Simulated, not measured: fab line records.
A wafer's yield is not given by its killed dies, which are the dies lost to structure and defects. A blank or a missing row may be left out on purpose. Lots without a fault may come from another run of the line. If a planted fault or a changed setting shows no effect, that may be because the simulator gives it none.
Struck lot and sound lot, side by side || flow n5-finfet || 39 steps out of a route of 1938
Sound: wafers L149.3, L149.5, L149.6. The struck wafers were L142.2, L142.4, L142.6. The cause is named last.
Each step with rows lists, per side, the tool, then ch with its chambers, then its first start. Under that, the readings that differ: sound wafers || struck wafers || difference of the means || sigmas: that difference in standard deviations of wafers without a fault.
alike: readings with means less than 2 such deviations apart, plus words and numbers identical on both sides. not compared: withheld readings, readings lacking a value on some wafer, bounds such as >300 that could conceal the same value, and numbers that have no deviation in the record and whose values overlap.
Wherever a step has rows on one side only, a row that says differs or no value, or a row with sigmas, the two part there. Numbers that have no deviation but don't overlap get no sigmas and don't part them. A reading missing from all wafers of one side parts the sides only when that side holds two or more wafers.

first, 10 steps without rows for these wafers: N5_MOL_CONTACT_COAG_DESCUM_88 (chemistry O2, time 7 s); N5_MOL_CONTACT_COAG_ETCH_89 (etches underlayer in N2/H2, target depth 13 nm, time 10.4 s); N5_MOL_CONTACT_COAG_ETCH_90 (etches SiARC in CF4, target depth 13 nm, time 21.7 s); N5_MOL_CONTACT_COAG_ALD_131 (deposits SiO2, target thk 5 nm, pulse time 1 s, co reactant pulse time 1 s); N5_MOL_CONTACT_COAG_ETCHBACK_132 (etches SiO2 in CHF3, target depth 10 nm, time 6.7 s); N5_MOL_CONTACT_COAG_ETCH_91 (etches SOC in N2/H2, target depth 60 nm, overetch 21 nm, time 101.2 s); N5_MOL_CONTACT_COAG_STRIP_92 (strips in N2/H2); N5_MOL_CONTACT_COAG_STRIP_93 (strips in N2/H2); N5_MOL_CONTACT_COAG_ETCHBACK_135 (etches SiO2 in CHF3, target depth 25 nm, time 16.7 s); N5_MOL_CONTACT_COAG_STRIP_118 (strips in CHF3).
N5_MOL_CONTACT_COAG_VIA_ETCH_46: etches SiO2 in C4F6/O2, target depth 46 nm, overetch 9.2 nm, time 40 s.
  sound on rie-diel-03 ch 1,2, day 9 08:59; struck on rie-diel-01 ch 1,2,3, day 7 16:17
  no value came back on the struck wafers for any of 7 readings (C4F6_flow_sccm (sccm), O2_flow_sccm (sccm) and others); on the sound wafers C4F6_flow_sccm (sccm) reads 9.99 10.00 10.01
{"reading": "model.SOC_of_MOL_CONTACT_COAG_COAT_75.thk-nm (nm)", "sound": "51 51.2 50.6", "struck": "57.6 57.4 57.4", "difference": "+6.5", "sigmas": ""}
  not compared: rf-hours-counter-h
then, 1 step without rows for these wafers: N5_MOL_CONTACT_COAG_STRIP_96 (strips in N2/H2).
N5_MOL_CONTACT_COAG_ETCH_47: etches SiNx in CH3F/O2, stops on W, target depth 27 nm.
  sound on rie-diel-03 ch 1,2, day 9 09:05; struck on rie-diel-01 ch 1,2,3, day 7 16:23
{"reading": "etch-rf-on-time-s (s)", "sound": "32.7 32.1 30.9", "struck": "50.8 50.8 50.8", "difference": "+18.9", "sigmas": "+32"}
{"reading": "oes-product-au (a.u.)", "sound": "0.63 0.63 0.69", "struck": "0.33 0.26 0.29", "difference": -0.36, "sigmas": -6}
{"reading": "model.etch.over-etch-s (s)", "sound": "5.456 5.349 5.145", "struck": "0 0 0", "difference": -5, "sigmas": ""}
  alike: CH3F_flow_sccm, O2_flow_sccm, drypump-motor-current-A, rf-vpp-V, showerhead-plenum-p-Torr, throttle-valve-pct
  not compared: rf-hours-counter-h
then, 3 steps without rows for these wafers: N5_MOL_CONTACT_COAG_STRIP_119 (strips in N2/H2, time 30 s); N5_MOL_CONTACT_COAG_PRECLEAN_144 (cleans in alkaline clean, time 60 s); N5_MOL_CONTACT_COAG_SRD_145 (time 30 s).
N5_MOL_CONTACT_COAG_CD_MEAS_137: the cd target is 16 nm.
  sound: cd-sem-01 at day 9 09:19; struck: cd-sem-03 at day 7 16:37
{"reading": "cd-nm (nm)", "sound": "16.0 15.7 15.9", "struck": "- - -", "difference": "no value on the struck wafers", "sigmas": ""}
then, 20 steps without rows for these wafers: N5_MOL_CONTACT_COAG_COAT_62 (time 60 s, resist thk 60 nm); N5_MOL_CONTACT_COAG_COAT_63 (time 60 s, resist thk 10 nm); N5_MOL_CONTACT_COAG_COAT_64 (time 60 s, resist thk 10 nm); N5_MOL_CONTACT_COAG_COAT_34 (resist thk 40 nm); N5_MOL_CONTACT_COAG_EBR_36; N5_MOL_CONTACT_COAG_SOFTBAKE_35 (time 60 s); N5_MOL_CONTACT_COAG_EXPOSE_37 (exposes mask VD, defocus 0 nm); N5_MOL_CONTACT_COAG_PEB_38 (peb time 60 s); N5_MOL_CONTACT_COAG_DEVELOP_39 (develop time 30 s); N5_MOL_CONTACT_COAG_DESCUM_45 (chemistry O2, time 7 s); N5_MOL_CONTACT_COAG_ETCH_65 (etches underlayer in N2/H2, target depth 13 nm, time 10.4 s); N5_MOL_CONTACT_COAG_ETCH_66 (etches SiARC in CF4, target depth 13 nm, time 21.7 s); N5_MOL_CONTACT_COAG_ALD_133 (deposits SiO2, target thk 5 nm, pulse time 1 s, co reactant pulse time 1 s); N5_MOL_CONTACT_COAG_ETCHBACK_134 (etches SiO2 in CHF3, target depth 10 nm, time 6.7 s); N5_MOL_CONTACT_COAG_ETCH_67 (etches SOC in N2/H2, target depth 60 nm, overetch 21 nm, time 101.2 s); N5_MOL_CONTACT_COAG_STRIP_68 (strips in N2/H2); N5_MOL_CONTACT_COAG_STRIP_69 (strips in N2/H2); N5_MOL_CONTACT_COAG_ETCHBACK_136 (etches SiO2 in CHF3, target depth 25 nm, time 16.7 s); N5_MOL_CONTACT_COAG_STRIP_120 (strips in CHF3); N5_MOL_CONTACT_COAG_VIA_ETCH_117 (etches SiO2 in C4F6/O2, target depth 40 nm, overetch 8 nm, time 26 s).
N5_MOL_CONTACT_COAG_ETCH_124: etches SiNx in CH3F/O2, stops on SiOC, target depth 6.5 nm.
  sound on rie-diel-01 ch 0,1,2, day 9 10:23; struck on rie-diel-06 ch 1,2,3, day 7 18:06
{"reading": "oes-product-au (a.u.)", "sound": "0.71 0.59 0.65", "struck": "0.27 0.28 0.30", "difference": -0.37, "sigmas": -6}
  alike: CH3F_flow_sccm, O2_flow_sccm, drypump-motor-current-A, rf-vpp-V, showerhead-plenum-p-Torr, throttle-valve-pct
  not compared: rf-hours-counter-h
N5_BEOL_M4_RC_MEAS_101:
  the record has rows for the sound wafers here (prober-02 ch 0, day 12 12:52) and none for the struck ones

## WHERE THEY PART
Earliest at N5_MOL_CONTACT_COAG_VIA_ETCH_46; latest, in this record, at N5_BEOL_M4_RC_MEAS_101.

WHY: the cause the simulator had injected
Entire step skipped (rie-diel-01, N5_MOL_CONTACT_COAG_VIA_ETCH_46), from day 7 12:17 onward. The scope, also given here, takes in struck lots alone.
